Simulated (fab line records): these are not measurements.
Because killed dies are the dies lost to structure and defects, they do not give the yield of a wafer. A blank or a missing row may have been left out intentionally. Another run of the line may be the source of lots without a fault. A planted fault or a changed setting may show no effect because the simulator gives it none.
Which tool is to blame?    flow nand harc    24 lots with 72 wafers sampled at 3 steps, on a route of 1302 steps

## WHAT THE GAUGES READ, wafer by wafer
NHARC_A_M1_CD_MEAS_16. Usual: cd nm reads 120.0 nm (standard deviation 0.95).
lot   measured      on         cd nm (nm)         flag
L074  day 22 19:27  cd sem-02  121.1 118.3 119.2  
L077  day 23 11:01  cd sem-01  118.2 119.9 120.4  
L076  day 23 14:39  cd sem-02  121.0 120.8 121.3  
L075  day 23 18:51  cd sem-01  119.7 119.1 119.9  
L078  day 24 10:28  cd sem-03  120.0 121.2 120.6  
L079  day 24 11:40  cd sem-02  119.7 119.3 118.7  
L081  day 25 07:25  cd sem-03  120.7 121.6 119.2  
L080  day 25 08:47  cd sem-01  120.1 118.8 120.1  
L083  day 26 00:53  cd sem-02  119.5 119.7 118.8  
L082  day 26 01:23  cd sem-02  119.7 118.4 120.1  
L084  day 27 00:25  cd sem-03  120.7 121.2 119.9  
L085  day 27 03:02  cd sem-01  118.5 117.7 118.4  
L086  day 28 02:34  cd sem-01  118.8 122.3 118.2  
L087  day 28 07:01  cd sem-03  119.7 119.3 119.0  
L089  day 29 03:40  cd sem-03  121.5 120.1 119.9  
L088  day 29 07:27  cd sem-03  119.2 118.8 120.6  
L091  day 29 10:59  cd sem-01  121.1 119.6 120.5  
L092  day 29 12:01  cd sem-02  121.7 120.1 119.7  
L090  day 29 15:28  cd sem-03  120.0 119.5 121.1  
L093  day 30 18:11  cd sem-01  120.5 121.0 120.1  
L094  day 30 23:21  cd sem-02  119.8 119.1 119.1  
L095  day 31 08:46  cd sem-02  120.0 120.1 119.7  
L097  day 32 15:18  cd sem-02  120.8 121.0 119.3  
L096  day 32 16:14  cd sem-02  120.0 118.9 120.4  

## TOOL THAT RAN EACH LOT (tool first, then ch and the chambers of the sampled wafers, then the start)
lot   NHARC_A_BLC_CMP_25             NHARC_A_M0_DEP_32
L074  cmp-02 ch 0,3, day 22 13:36    pecvd-04 ch 0,2, day 22 17:43
L077  cmp-04 ch 0,1,2, day 23 05:13  pecvd-03 ch 0,1,2, day 23 09:14
L076  cmp-04 ch 1,3, day 23 08:32    pecvd-02 ch 0,1, day 23 12:57
L075  cmp-02 ch 0,2,3, day 23 13:19  pecvd-04 ch 0,1, day 23 17:16
L078  cmp-04 ch 0,1,3, day 24 04:18  pecvd-02 ch 0,1,2, day 24 08:44
L079  cmp-02 ch 0,1,2, day 24 05:48  pecvd-04 ch 0,2, day 24 09:54
L081  cmp-03 ch 0,2,3, day 25 01:32  pecvd-03 ch 0,1,2, day 25 05:40
L080  cmp-04 ch 1,2,3, day 25 03:16  pecvd-02 ch 0,1, day 25 07:16
L083  cmp-02 ch 0,2,3, day 25 18:53  pecvd-04 ch 0,2, day 25 23:10
L082  cmp-03 ch 0,1,3, day 25 19:27  pecvd-03 ch 1,2, day 25 23:46
L084  cmp-04 ch 0,1,3, day 26 18:32  pecvd-02 ch 1,2, day 26 22:40
L085  cmp-02 ch 0,1, day 26 21:12    pecvd-02 ch 0,1,2, day 27 01:26
L086  cmp-04 ch 1,3, day 27 20:54    pecvd-02 ch 0,1,2, day 28 01:01
L087  cmp-04 ch 0,1, day 28 01:12    pecvd-04 ch 0,1, day 28 05:20
L089  cmp-02 ch 0,3, day 28 21:54    pecvd-03 ch 0,1,2, day 29 02:05
L088  cmp-03 ch 0,1,3, day 29 01:38  pecvd-02 ch 0,2, day 29 05:47
L091  cmp-02 ch 0,2, day 29 05:06    pecvd-03 ch 0,1, day 29 09:17
L092  cmp-04 ch 0,1, day 29 06:10    pecvd-04 ch 0,1, day 29 10:16
L090  cmp-02 ch 2,3, day 29 09:41    pecvd-04 ch 0,2, day 29 13:51
L093  cmp-02 ch 2,3, day 30 12:16    pecvd-02 ch 1,2, day 30 16:28
L094  cmp-04 ch 0,2,3, day 30 17:39  pecvd-03 ch 0,1, day 30 21:41
L095  cmp-02 ch 1,2, day 31 02:24    pecvd-02 ch 1,2, day 31 06:32
L097  cmp-02 ch 0,3, day 32 09:00    pecvd-02 ch 0,2, day 32 13:35
L096  cmp-02 ch 0,1,3, day 32 09:58  pecvd-03 ch 0,1, day 32 14:32
- NHARC_A_BLC_CMP_25: polishes, t overpolish 30 s, target thk 150 nm.
- NHARC_A_M0_DEP_32: deposits SiCN, target thk 30 nm.

## AS READ BY THE TOOLS THEMSELVES (means over the sampled wafers that have a number; for cases with no such wafer, the mark the record gives instead)
NHARC_A_BLC_CMP_25. Usual: edge zone pressure frac 1.000, standard deviation 0.0058; motor current A 11.7 A, standard deviation 1.6; overpolish run s 30.000 s, standard deviation 0.0083; time to endpoint s 30.8 s, standard deviation 2.3.
lot   tool    edge zone pressure frac  motor current A (A)  overpolish run s (s)  time to endpoint s (s)  flag
L074  cmp-02  1.002                    12.9                 29.994                31.1                    
L077  cmp-04  0.998                    10.8                 29.993                31.8                    
L076  cmp-04  0.996                    11.9                 29.997                31.5                    
L075  cmp-02  0.999                    13.2                 29.999                32.0                    
L078  cmp-04  0.997                    11.6                 30.000                32.4                    
L079  cmp-02  0.996                    11.5                 29.997                32.5                    
L081  cmp-03  0.998                    12.5                 29.999                29.0                    
L080  cmp-04  0.993                    11.6                 29.999                33.4                    
L083  cmp-02  1.000                    12.8                 30.005                30.6                    
L082  cmp-03  1.001                    11.5                 30.007                28.6                    
L084  cmp-04  1.009                    11.9                 30.004                29.8                    
L085  cmp-02  1.006                    10.5                 30.007                31.9                    
L086  cmp-04  1.000                    11.8                 30.010                28.0                    
L087  cmp-04  1.002                    11.0                 29.999                31.0                    
L089  cmp-02  1.000                    11.8                 29.997                33.0                    
L088  cmp-03  0.997                    11.5                 29.994                28.2                    
L091  cmp-02  1.000                    11.9                 30.006                31.0                    
L092  cmp-04  1.005                    10.7                 30.000                29.9                    
L090  cmp-02  0.993                    14.0                 30.003                34.3                    
L093  cmp-02  0.992                    13.5                 30.000                29.1                    
L094  cmp-04  0.999                    11.2                 29.998                30.8                    
L095  cmp-02  1.004                    13.1                 29.997                29.5                    
L097  cmp-02  1.003                    11.9                 30.006                33.4                    
L096  cmp-02  0.998                    11.6                 30.003                33.1                    

NHARC_A_M0_DEP_32. Usual: heater power w reads 556 W (standard deviation 82).
lot   tool      heater power w (W)  flag
L074  pecvd-04  570                 
L077  pecvd-03  596                 
L076  pecvd-02  566                 
L075  pecvd-04  563                 
L078  pecvd-02  536                 
L079  pecvd-04  503                 
L081  pecvd-03  632                 
L080  pecvd-02  566                 
L083  pecvd-04  517                 
L082  pecvd-03  670                 
L084  pecvd-02  521                 
L085  pecvd-02  489                 
L086  pecvd-02  490                 
L087  pecvd-04  630                 
L089  pecvd-03  620                 
L088  pecvd-02  479                 
L091  pecvd-03  698                 
L092  pecvd-04  517                 
L090  pecvd-04  473                 
L093  pecvd-02  529                 
L094  pecvd-03  628                 
L095  pecvd-02  523                 
L097  pecvd-02  488                 
L096  pecvd-03  633                 

## THE ANSWER, worked out from the rows above alone
Rule: a lot counts as off when the mean over its wafers that have a number is more than 3 standard deviations away from the usual mean. Also off: a lot with no number at a reading for which 4 or more lots have one. Any other lot the step has rows for is counted as sound. Order of review: gauges by route order, followed by the tools' own readings, for which a lot's mean as printed above is used. At the first step where some lot is off, the reading lying furthest off is the one used; lots without a number count as furthest.
No lot is off at any reading shown: from this, nothing can be told.

## WHAT HAD BEEN PUT IN BY THE SIMULATOR
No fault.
